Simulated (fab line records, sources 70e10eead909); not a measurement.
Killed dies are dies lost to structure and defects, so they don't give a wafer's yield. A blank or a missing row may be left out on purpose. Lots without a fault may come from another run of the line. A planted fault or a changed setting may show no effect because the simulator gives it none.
Chamber matching | flow nand_harc | NHARC_A_CONTACT_DEP_85 on pecvd-04: 3 sister chambers
The step deposits SiON, target thk 60 nm. 6 wafers are shown with their chamber, then 8 later ones without.

WAFERS WITH THEIR CHAMBER
wafer  | chamber | heater_power_w (W)
L088.3 | 0       | 807
L088.4 | 1       | 702
L091.1 | 2       | 628
L091.2 | 0       | 754
L091.5 | 1       | 694
L090.1 | 2       | 607

WAFERS WITHOUT THEIR CHAMBER
wafer  | heater_power_w (W)
L090.3 | 752
L090.5 | 787
L092.1 | 616
L092.2 | 632
L092.4 | 630
L093.1 | 851
L093.5 | 765
L093.6 | 827

WHICH CHAMBER EACH WENT THROUGH
wafer  | from the rows above     | in truth
L090.3 | can't be placed: 0 or 1 | 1
L090.5 | 0                       | 0
L092.1 | 2                       | 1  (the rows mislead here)
L092.2 | 2                       | 2
L092.4 | 2                       | 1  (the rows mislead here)
L093.1 | 0                       | 0
L093.5 | 0                       | 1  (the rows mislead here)
L093.6 | 0                       | 0
Placed correctly: 4 of 8. Can't be placed from these rows: 1 (the true chamber is among the candidates in 1). Placed wrongly: 3.
How it was worked out, from the rows above alone: a wafer's distance from a chamber is the root of the sum, over the readings, of the square of ((its reading less the chamber's mean) divided by the reading's scatter). The wafer belongs to the nearest chamber; if the next one is less than 2 further off, it can't be placed. A chamber's mean is the mean of its shown wafers. The scatter: the root of (the sum of the squares of (reading less its chamber's mean) over the shown wafers, divided by (wafers less chambers)).
